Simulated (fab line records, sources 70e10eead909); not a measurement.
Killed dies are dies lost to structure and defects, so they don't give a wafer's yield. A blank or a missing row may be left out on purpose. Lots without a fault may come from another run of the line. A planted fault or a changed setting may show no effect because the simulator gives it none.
Which tool did it? | flow nand_harc | 19 lots, 57 wafers sampled, at 6 steps of a route of 1159

WHAT THE GAUGES READ, wafer by wafer
The record holds no reading of a measuring or inspecting step that can be judged against a usual standard deviation.

WHICH TOOL RAN EACH LOT (tool, then ch and the chambers of the sampled wafers, then the start)
lot  | NHARC_A_CHANNEL_FILL_D1_ALD_14   | NHARC_A_STAIRCASE_TRIM_12          | NHARC_A_STAIRCASE_TRIM_220         | NHARC_A_STAIRCASE_TRIM_229         | NHARC_A_STAIRCASE_ETCH_234     | NHARC_A_STAIRCASE_ETCH_452
L074 | ald_hk-03 ch 0,1, day 9 03:41    | rie_diel-05 ch 1,2, day 11 01:50   | rie_diel-02 ch 0,1,2, day 11 09:14 | rie_diel-02 ch 0,2,3, day 11 10:17 | rie_diel-02 ch 2,3, no start   | rie_diel-02 ch 1,2, no start
L076 | ald_hk-02 ch 1,2, day 9 12:29    | rie_diel-05 ch 1,2,3, day 11 09:20 | rie_diel-05 ch 2,3, day 11 16:55   | rie_diel-05 ch 1,2, day 11 18:06   | rie_diel-05 ch 0,1, no start   | rie_diel-11 ch 2,3, no start
L075 | ald_hk-03 ch 1,2, day 9 12:29    | rie_diel-11 ch 0,2,3, day 11 19:55 | rie_diel-11 ch 1,2, day 12 05:05   | rie_diel-11 ch 0,1,3, day 12 06:41 | rie_diel-11 ch 1,2,3, no start | rie_diel-02 ch 2,3, no start
L077 | ald_hk-03 ch 1,2,3, day 9 18:58  | rie_diel-05 ch 1,2, day 11 16:29   | rie_diel-11 ch 1,3, day 12 01:52   | rie_diel-11 ch 1,2,3, day 12 03:33 | rie_diel-11 ch 0,3, no start   | rie_diel-11 ch 1,3, no start
L078 | ald_hk-01 ch 0,1,3, day 9 19:09  | rie_diel-11 ch 0,2,3, day 11 16:11 | rie_diel-05 ch 1,2,3, day 12 01:41 | rie_diel-02 ch 0,1,2, day 12 03:02 | rie_diel-02 ch 1,3, no start   | rie_diel-05 ch 1,3, no start
L080 | ald_hk-03 ch 0,2,3, day 10 01:41 | rie_diel-02 ch 0,2,3, day 11 22:53 | rie_diel-02 ch 0,2,3, day 12 06:37 | rie_diel-05 ch 1,2,3, day 12 07:57 | rie_diel-05 ch 0,3, no start   | rie_diel-11 ch 0,2, no start
L079 | ald_hk-01 ch 2,3, day 10 01:44   | rie_diel-05 ch 0,1, day 11 22:49   | rie_diel-11 ch 0,3, day 12 07:02   | rie_diel-11 ch 0,2, day 12 08:08   | rie_diel-11 ch 1,2,3, no start | rie_diel-02 ch 0,1,3, no start
L082 | ald_hk-03 ch 1,3, day 10 21:55   | rie_diel-02 ch 1,3, day 12 20:23   | rie_diel-11 ch 0,2,3, day 13 05:02 | rie_diel-02 ch 0,1,2, day 13 06:29 | rie_diel-02 ch 0,1,2, no start | rie_diel-05 ch 1,2,3, no start
L083 | ald_hk-03 ch 0,3, day 11 04:52   | rie_diel-11 ch 2,3, day 13 03:16   | rie_diel-11 ch 0,1, day 13 11:53   | rie_diel-02 ch 0,2,3, day 13 12:56 | rie_diel-02 ch 0,3, no start   | rie_diel-11 ch 0,3, no start
L085 | ald_hk-03 ch 2,3, day 11 12:17   | rie_diel-02 ch 0,1, day 13 09:35   | rie_diel-05 ch 2,3, day 13 18:23   | rie_diel-05 ch 0,3, day 13 19:46   | rie_diel-05 ch 0,2,3, no start | rie_diel-11 ch 0,1,2, no start
L084 | ald_hk-01 ch 0,1, day 11 12:20   | rie_diel-05 ch 1,3, day 13 09:21   | rie_diel-11 ch 0,1,2, day 13 20:50 | rie_diel-05 ch 2,3, day 13 22:28   | rie_diel-05 ch 2,3, no start   | rie_diel-02 ch 0,1, no start
L087 | ald_hk-03 ch 0,1,3, day 11 21:31 | rie_diel-05 ch 0,2, day 13 18:17   | rie_diel-02 ch 0,2,3, day 14 02:35 | rie_diel-05 ch 0,3, day 14 03:44   | rie_diel-05 ch 0,3, no start   | rie_diel-02 ch 0,1, no start
L086 | ald_hk-01 ch 0,1,3, day 12 08:41 | rie_diel-11 ch 0,2,3, day 14 05:28 | rie_diel-11 ch 0,1,2, day 14 17:12 | rie_diel-05 ch 1,2,3, day 14 18:58 | rie_diel-05 ch 0,1,3, no start | rie_diel-02 ch 0,1,3, no start
L089 | ald_hk-02 ch 0,1,2, day 12 14:20 | rie_diel-02 ch 2,3, day 14 12:53   | rie_diel-11 ch 1,2, day 14 21:54   | rie_diel-05 ch 0,1,2, day 14 23:16 | rie_diel-05 ch 0,1,2, no start | rie_diel-02 ch 1,2,3, no start
L088 | ald_hk-02 ch 0,1,2, day 12 14:35 | rie_diel-11 ch 0,1,2, day 14 12:40 | rie_diel-11 ch 0,1,2, day 14 22:07 | rie_diel-11 ch 0,2, day 14 23:29   | rie_diel-11 ch 0,1, no start   | rie_diel-02 ch 0,1,3, no start
L092 | ald_hk-01 ch 2,3, day 13 03:56   | rie_diel-11 ch 0,1, day 14 23:49   | rie_diel-11 ch 0,1,2, day 15 08:52 | rie_diel-11 ch 0,1,3, day 15 11:17 | rie_diel-11 ch 1,3, no start   | rie_diel-02 ch 1,2, no start
L091 | ald_hk-01 ch 2,3, day 13 04:09   | rie_diel-05 ch 0,1,2, day 15 00:40 | rie_diel-11 ch 0,1,2, day 15 08:32 | rie_diel-11 ch 0,2,3, day 15 10:57 | rie_diel-11 ch 2,3, no start   | rie_diel-11 ch 1,3, no start
L090 | ald_hk-01 ch 0,2,3, day 13 04:22 | rie_diel-05 ch 0,2, day 14 23:52   | rie_diel-11 ch 0,2, day 15 08:18   | rie_diel-11 ch 0,1, day 15 10:06   | rie_diel-11 ch 0,1, no start   | rie_diel-02 ch 1,3, no start
L097 | ald_hk-02 ch 1,2, day 14 23:16   | rie_diel-02 ch 2,3, day 16 23:21   | rie_diel-05 ch 0,1,2, day 17 06:38 | rie_diel-11 ch 0,1, day 17 08:11   | rie_diel-11 ch 1,2, no start   | rie_diel-02 ch 2,3, no start
- NHARC_A_CHANNEL_FILL_D1_ALD_14: deposits SiO2, target thk 2.5 nm, pulse time 10 s, ald cycles 25.
- NHARC_A_STAIRCASE_TRIM_12: chemistry O2, time 211.2 s.
- NHARC_A_STAIRCASE_TRIM_220: chemistry O2, time 211.2 s.
- NHARC_A_STAIRCASE_TRIM_229: chemistry O2, time 211.2 s.
- NHARC_A_STAIRCASE_ETCH_234: etches the open film in C4F8/O2, target depth 100 nm, time 40.5 s.
- NHARC_A_STAIRCASE_ETCH_452: etches the open film in CF4/O2, target depth 30 nm, overetch 3 nm, time 16.5 s.

WHAT THE TOOLS THEMSELVES READ (means of the sampled wafers that have a number; where no wafer has one, the mark that the record gives instead)
NHARC_A_CHANNEL_FILL_D1_ALD_14. Usual: heater_power_outer_w 264 W, standard deviation 33; heater_power_w 476 W, standard deviation 44; precursor_pulse_height_rel 0.999, standard deviation 0.021.
lot  | tool      | heater_power_outer_w (W) | heater_power_w (W) | precursor_pulse_height_rel | flag
L074 | ald_hk-03 | 282                      | 468                | 1.020                      |
L076 | ald_hk-02 | 248                      | 447                | 1.007                      |
L075 | ald_hk-03 | 302                      | 529                | 0.997                      |
L077 | ald_hk-03 | 275                      | 500                | 1.008                      |
L078 | ald_hk-01 | 253                      | 474                | 0.991                      |
L080 | ald_hk-03 | 262                      | 481                | 1.008                      |
L079 | ald_hk-01 | 313                      | 526                | 1.001                      |
L082 | ald_hk-03 | 284                      | 478                | 0.981                      |
L083 | ald_hk-03 | 248                      | 431                | 0.992                      |
L085 | ald_hk-03 | 244                      | 468                | 1.009                      |
L084 | ald_hk-01 | 241                      | 450                | 0.995                      |
L087 | ald_hk-03 | 264                      | 456                | 1.009                      |
L086 | ald_hk-01 | 253                      | 466                | 1.017                      |
L089 | ald_hk-02 | 252                      | 446                | 1.014                      |
L088 | ald_hk-02 | 248                      | 447                | 1.014                      |
L092 | ald_hk-01 | 300                      | 516                | 0.985                      |
L091 | ald_hk-01 | 301                      | 526                | 1.000                      |
L090 | ald_hk-01 | 273                      | 496                | 0.979                      |
L097 | ald_hk-02 | 244                      | 449                | 1.015                      |

NHARC_A_STAIRCASE_TRIM_12. Usual: chamber_pressure_mTorr 60.00 mTorr, standard deviation 0.048; drypump_motor_current_A 5.68 A, standard deviation 0.28; oes_product_au 1.000 a.u., standard deviation 0.01; rf_vpp_V 57.6 V, standard deviation 0.81; showerhead_plenum_p_Torr 3.48 Torr, standard deviation 0.14; throttle_valve_pct 17.036 %, standard deviation 0.0087.
lot  | tool        | chamber_pressure_mTorr (mTorr) | drypump_motor_current_A (A) | oes_product_au (a.u.) | rf_vpp_V (V) | showerhead_plenum_p_Torr (Torr) | throttle_valve_pct (%) | flag
L074 | rie_diel-05 | 59.98                          | 5.62                        | 1.004                 | 57.6         | 3.60                            | 17.036                 |
L076 | rie_diel-05 | 60.01                          | 5.57                        | 1.004                 | 57.8         | 3.62                            | 17.040                 |
L075 | rie_diel-11 | 59.99                          | 5.82                        | 1.003                 | 57.7         | 3.47                            | 17.034                 |
L077 | rie_diel-05 | 60.00                          | 5.64                        | 0.998                 | 57.8         | 3.60                            | 17.035                 |
L078 | rie_diel-11 | 60.01                          | 5.82                        | 1.001                 | 56.8         | 3.48                            | 17.038                 |
L080 | rie_diel-02 | 60.02                          | 5.54                        | 1.005                 | 56.2         | 3.39                            | 17.034                 |
L079 | rie_diel-05 | 60.05                          | 5.67                        | 0.996                 | 58.6         | 3.54                            | 17.028                 |
L082 | rie_diel-02 | 59.98                          | 5.92                        | 1.005                 | 57.9         | 3.51                            | 17.041                 |
L083 | rie_diel-11 | 59.98                          | 5.77                        | 0.980                 | 56.8         | 3.47                            | 17.032                 |
L085 | rie_diel-02 | 60.03                          | 5.42                        | 1.006                 | 57.6         | 3.35                            | 17.034                 |
L084 | rie_diel-05 | 60.02                          | 5.60                        | 1.000                 | 57.7         | 3.64                            | 17.029                 |
L087 | rie_diel-05 | 59.94                          | 5.59                        | 0.989                 | 57.2         | 3.45                            | 17.035                 |
L086 | rie_diel-11 | 60.03                          | 5.82                        | 0.999                 | 57.6         | 3.46                            | 17.039                 |
L089 | rie_diel-02 | 60.05                          | 5.71                        | 1.014                 | 57.4         | 3.47                            | 17.034                 |
L088 | rie_diel-11 | 59.94                          | 5.92                        | 0.999                 | 57.9         | 3.35                            | 17.042                 |
L092 | rie_diel-11 | 60.00                          | 5.96                        | 1.004                 | 57.2         | 3.35                            | 17.031                 |
L091 | rie_diel-05 | 60.02                          | 5.61                        | 0.997                 | 57.5         | 3.52                            | 17.033                 |
L090 | rie_diel-05 | 59.97                          | 5.56                        | 0.995                 | 57.4         | 3.44                            | 17.034                 |
L097 | rie_diel-02 | 59.99                          | 5.80                        | 1.005                 | 57.3         | 3.39                            | 17.030                 |

NHARC_A_STAIRCASE_TRIM_220. Usual: chamber_pressure_mTorr 60.00 mTorr, standard deviation 0.056; drypump_motor_current_A 5.75 A, standard deviation 0.26; oes_product_au 1.000 a.u., standard deviation 0.0094; rf_vpp_V 57.6 V, standard deviation 0.9; showerhead_plenum_p_Torr 3.44 Torr, standard deviation 0.13; throttle_valve_pct 17.036 %, standard deviation 0.0088.
lot  | tool        | chamber_pressure_mTorr (mTorr) | drypump_motor_current_A (A) | oes_product_au (a.u.) | rf_vpp_V (V) | showerhead_plenum_p_Torr (Torr) | throttle_valve_pct (%) | flag
L074 | rie_diel-02 | 60.00                          | 5.68                        | 1.008                 | 57.9         | 3.37                            | 17.035                 |
L076 | rie_diel-05 | 59.97                          | 5.52                        | 0.992                 | 58.2         | 3.61                            | 17.030                 |
L075 | rie_diel-11 | 60.00                          | 5.86                        | 0.995                 | 57.7         | 3.36                            | 17.033                 |
L077 | rie_diel-11 | 60.10                          | 5.55                        | 0.989                 | 58.2         | 3.44                            | 17.032                 |
L078 | rie_diel-05 | 60.01                          | 5.57                        | 0.998                 | 58.2         | 3.62                            | 17.040                 |
L080 | rie_diel-02 | 60.02                          | 5.54                        | 1.005                 | 57.5         | 3.39                            | 17.042                 |
L079 | rie_diel-11 | 60.05                          | 5.63                        | 0.992                 | 57.2         | 3.57                            | 17.031                 |
L082 | rie_diel-11 | 59.98                          | 5.83                        | 0.994                 | 57.1         | 3.47                            | 17.029                 |
L083 | rie_diel-11 | 60.02                          | 5.98                        | 1.000                 | 56.7         | 3.36                            | 17.035                 |
L085 | rie_diel-05 | 60.00                          | 5.53                        | 0.995                 | 57.8         | 3.62                            | 17.037                 |
L084 | rie_diel-11 | 59.98                          | 5.90                        | 1.006                 | 58.1         | 3.35                            | 17.036                 |
L087 | rie_diel-02 | 59.98                          | 5.53                        | 1.009                 | 57.3         | 3.38                            | 17.030                 |
L086 | rie_diel-11 | 60.05                          | 5.90                        | 1.000                 | 57.4         | 3.35                            | 17.039                 |
L089 | rie_diel-11 | 59.95                          | 5.72                        | 0.991                 | 57.9         | 3.33                            | 17.027                 |
L088 | rie_diel-11 | 59.98                          | 5.91                        | 1.004                 | 58.3         | 3.35                            | 17.044                 |
L092 | rie_diel-11 | 60.01                          | 5.89                        | 1.004                 | 56.4         | 3.35                            | 17.037                 |
L091 | rie_diel-11 | 60.06                          | 5.91                        | 0.997                 | 58.0         | 3.35                            | 17.038                 |
L090 | rie_diel-11 | 60.01                          | 6.01                        | 0.997                 | 57.0         | 3.36                            | 17.041                 |
L097 | rie_diel-05 | 60.00                          | 5.60                        | 0.998                 | 57.1         | 3.51                            | 17.043                 |

NHARC_A_STAIRCASE_TRIM_229. Usual: chamber_pressure_mTorr 60.00 mTorr, standard deviation 0.046; drypump_motor_current_A 5.70 A, standard deviation 0.27; oes_product_au 1.001 a.u., standard deviation 0.0092; rf_vpp_V 57.6 V, standard deviation 0.91; showerhead_plenum_p_Torr 3.46 Torr, standard deviation 0.14; throttle_valve_pct 17.036 %, standard deviation 0.0095.
lot  | tool        | chamber_pressure_mTorr (mTorr) | drypump_motor_current_A (A) | oes_product_au (a.u.) | rf_vpp_V (V) | showerhead_plenum_p_Torr (Torr) | throttle_valve_pct (%) | flag
L074 | rie_diel-02 | 59.96                          | 5.54                        | 1.007                 | 57.2         | 3.40                            | 17.034                 |
L076 | rie_diel-05 | 60.04                          | 5.63                        | 1.007                 | 57.8         | 3.60                            | 17.032                 |
L075 | rie_diel-11 | 60.00                          | 5.72                        | 0.994                 | 57.7         | 3.46                            | 17.033                 |
L077 | rie_diel-11 | 59.97                          | 5.66                        | 0.992                 | 57.7         | 3.46                            | 17.043                 |
L078 | rie_diel-02 | 59.96                          | 5.65                        | 1.006                 | 57.9         | 3.37                            | 17.028                 |
L080 | rie_diel-05 | 59.98                          | 5.58                        | 1.004                 | 57.4         | 3.62                            | 17.043                 |
L079 | rie_diel-11 | 59.99                          | 6.03                        | 1.002                 | 56.5         | 3.37                            | 17.038                 |
L082 | rie_diel-02 | 60.01                          | 5.67                        | 1.006                 | 57.8         | 3.36                            | 17.043                 |
L083 | rie_diel-02 | 60.03                          | 5.55                        | 0.998                 | 57.5         | 3.39                            | 17.036                 |
L085 | rie_diel-05 | 59.99                          | 5.58                        | 1.002                 | 58.3         | 3.56                            | 17.030                 |
L084 | rie_diel-05 | 59.97                          | 5.52                        | 1.003                 | 57.9         | 3.60                            | 17.044                 |
L087 | rie_diel-05 | 59.95                          | 5.60                        | 0.987                 | 57.8         | 3.47                            | 17.040                 |
L086 | rie_diel-05 | 60.00                          | 5.59                        | 0.997                 | 58.2         | 3.61                            | 17.045                 |
L089 | rie_diel-05 | 60.02                          | 5.61                        | 0.996                 | 58.2         | 3.52                            | 17.038                 |
L088 | rie_diel-11 | 60.00                          | 6.07                        | 1.006                 | 58.1         | 3.36                            | 17.044                 |
L092 | rie_diel-11 | 59.96                          | 5.71                        | 1.001                 | 56.3         | 3.44                            | 17.031                 |
L091 | rie_diel-11 | 60.01                          | 5.81                        | 1.005                 | 57.5         | 3.46                            | 17.035                 |
L090 | rie_diel-11 | 59.98                          | 5.80                        | 0.998                 | 57.1         | 3.33                            | 17.027                 |
L097 | rie_diel-11 | 60.01                          | 5.79                        | 1.013                 | 56.8         | 3.32                            | 17.034                 |

NHARC_A_STAIRCASE_ETCH_234. Usual: chamber_pressure_mTorr 24.999 mTorr, standard deviation 0.02; oes_product_au 0.941 a.u., standard deviation 0.012; rf_vpp_V 894 V, standard deviation 5.1.
lot  | tool        | chamber_pressure_mTorr (mTorr) | oes_product_au (a.u.) | rf_vpp_V (V) | flag
L074 | rie_diel-02 | 25.011                         | 0.962                 | 891          |
L076 | rie_diel-05 | 25.010                         | 0.952                 | 896          |
L075 | rie_diel-11 | 25.016                         | 0.934                 | 893          |
L077 | rie_diel-11 | 24.998                         | 0.947                 | 893          |
L078 | rie_diel-02 | 25.000                         | 0.950                 | 896          |
L080 | rie_diel-05 | 25.012                         | 0.940                 | 898          |
L079 | rie_diel-11 | 24.982                         | 0.930                 | 894          |
L082 | rie_diel-02 | 24.996                         | 0.935                 | 889          |
L083 | rie_diel-02 | 24.991                         | 0.949                 | 889          |
L085 | rie_diel-05 | 25.001                         | 0.928                 | 896          |
L084 | rie_diel-05 | 25.005                         | 0.935                 | 899          |
L087 | rie_diel-05 | 24.996                         | 0.936                 | 897          |
L086 | rie_diel-05 | 25.003                         | 0.947                 | 896          |
L089 | rie_diel-05 | 25.009                         | 0.940                 | 895          |
L088 | rie_diel-11 | 25.006                         | 0.937                 | 889          |
L092 | rie_diel-11 | 24.994                         | 0.932                 | 896          |
L091 | rie_diel-11 | 24.997                         | 0.924                 | 893          |
L090 | rie_diel-11 | 25.011                         | 0.929                 | 890          |
L097 | rie_diel-11 | 24.979                         | 0.947                 | 888          |

NHARC_A_STAIRCASE_ETCH_452. Usual: chamber_pressure_mTorr 29.995 mTorr, standard deviation 0.024; drypump_motor_current_A 5.7 A, standard deviation 0.3; oes_ar_750_au 1.000 a.u., standard deviation 0.0045; oes_o_777_au 1.000 a.u., standard deviation 0.0046; oes_product_au 1.003 a.u., standard deviation 0.01; rf_vpp_V 197.3 V, standard deviation 1.6; showerhead_plenum_p_Torr 1.31 Torr, standard deviation 0.06; throttle_valve_pct 13.398 %, standard deviation 0.01.
lot  | tool        | chamber_pressure_mTorr (mTorr) | drypump_motor_current_A (A) | oes_ar_750_au (a.u.) | oes_o_777_au (a.u.) | oes_product_au (a.u.) | rf_vpp_V (V) | showerhead_plenum_p_Torr (Torr) | throttle_valve_pct (%) | flag
L074 | rie_diel-02 | 29.964                         | 6.0                         | 0.999                | 1.005               | 1.006                 | 197.0        | 1.30                            | 13.400                 |
L076 | rie_diel-11 | 29.981                         | 5.6                         | 1.001                | 0.999               | 0.999                 | 198.6        | 1.35                            | 13.403                 |
L075 | rie_diel-02 | 29.992                         | 5.7                         | 1.005                | 1.001               | 1.012                 | 196.4        | 1.29                            | 13.399                 |
L077 | rie_diel-11 | 29.973                         | 5.5                         | 0.998                | 1.000               | 0.987                 | 198.4        | 1.35                            | 13.404                 |
L078 | rie_diel-05 | 30.010                         | 5.6                         | 0.999                | 1.003               | 0.994                 | 199.2        | 1.38                            | 13.405                 |
L080 | rie_diel-11 | 29.979                         | 6.0                         | 0.994                | 1.000               | 0.997                 | 195.7        | 1.27                            | 13.402                 |
L079 | rie_diel-02 | 30.006                         | 5.6                         | 0.997                | 1.003               | 1.001                 | 196.4        | 1.30                            | 13.398                 |
L082 | rie_diel-05 | 29.991                         | 5.6                         | 0.997                | 1.000               | 1.002                 | 199.2        | 1.37                            | 13.393                 |
L083 | rie_diel-11 | 29.987                         | 5.9                         | 1.002                | 1.002               | 1.004                 | 196.2        | 1.31                            | 13.409                 |
L085 | rie_diel-11 | 29.995                         | 5.9                         | 1.000                | 1.004               | 1.002                 | 195.8        | 1.26                            | 13.396                 |
L084 | rie_diel-02 | 29.979                         | 5.7                         | 0.997                | 1.000               | 1.014                 | 197.0        | 1.29                            | 13.392                 |
L087 | rie_diel-02 | 30.024                         | 5.7                         | 0.997                | 0.994               | 1.009                 | 197.1        | 1.29                            | 13.395                 |
L086 | rie_diel-02 | 29.994                         | 5.6                         | 0.998                | 1.004               | 1.014                 | 199.0        | 1.37                            | 13.399                 |
L089 | rie_diel-02 | 30.020                         | 5.8                         | 0.999                | 0.999               | 0.999                 | 197.4        | 1.30                            | 13.408                 |
L088 | rie_diel-02 | 29.978                         | 5.6                         | 0.998                | 0.999               | 1.002                 | 198.2        | 1.37                            | 13.407                 |
L092 | rie_diel-02 | 30.014                         | 5.9                         | 0.996                | 0.995               | 0.999                 | 196.6        | 1.27                            | 13.393                 |
L091 | rie_diel-11 | 30.002                         | 5.5                         | 1.000                | 1.001               | 0.990                 | 198.7        | 1.34                            | 13.395                 |
L090 | rie_diel-02 | 30.000                         | 5.9                         | 1.000                | 1.002               | 1.001                 | 197.2        | 1.32                            | 13.395                 |
L097 | rie_diel-02 | 29.962                         | 5.8                         | 1.000                | 1.001               | 1.004                 | 197.0        | 1.28                            | 13.400                 |

THE ANSWER, worked out from the rows above alone
Rule: a lot is off if the mean of its wafers that have a number lies more than 3 standard deviations from the usual mean. A lot without any number at a reading at which 4 lots or more have one is off too. The other lots that the step has rows for count as sound. The gauges are gone through in route order, then the tools' own readings, and for those a lot's mean is taken as printed above. The first step at which some lot is off is used, and at that step the reading that is off furthest; a lot without a number counts as furthest.
No lot is off at any reading shown: from this, nothing can be told.

WHAT THE SIMULATOR HAD PUT IN
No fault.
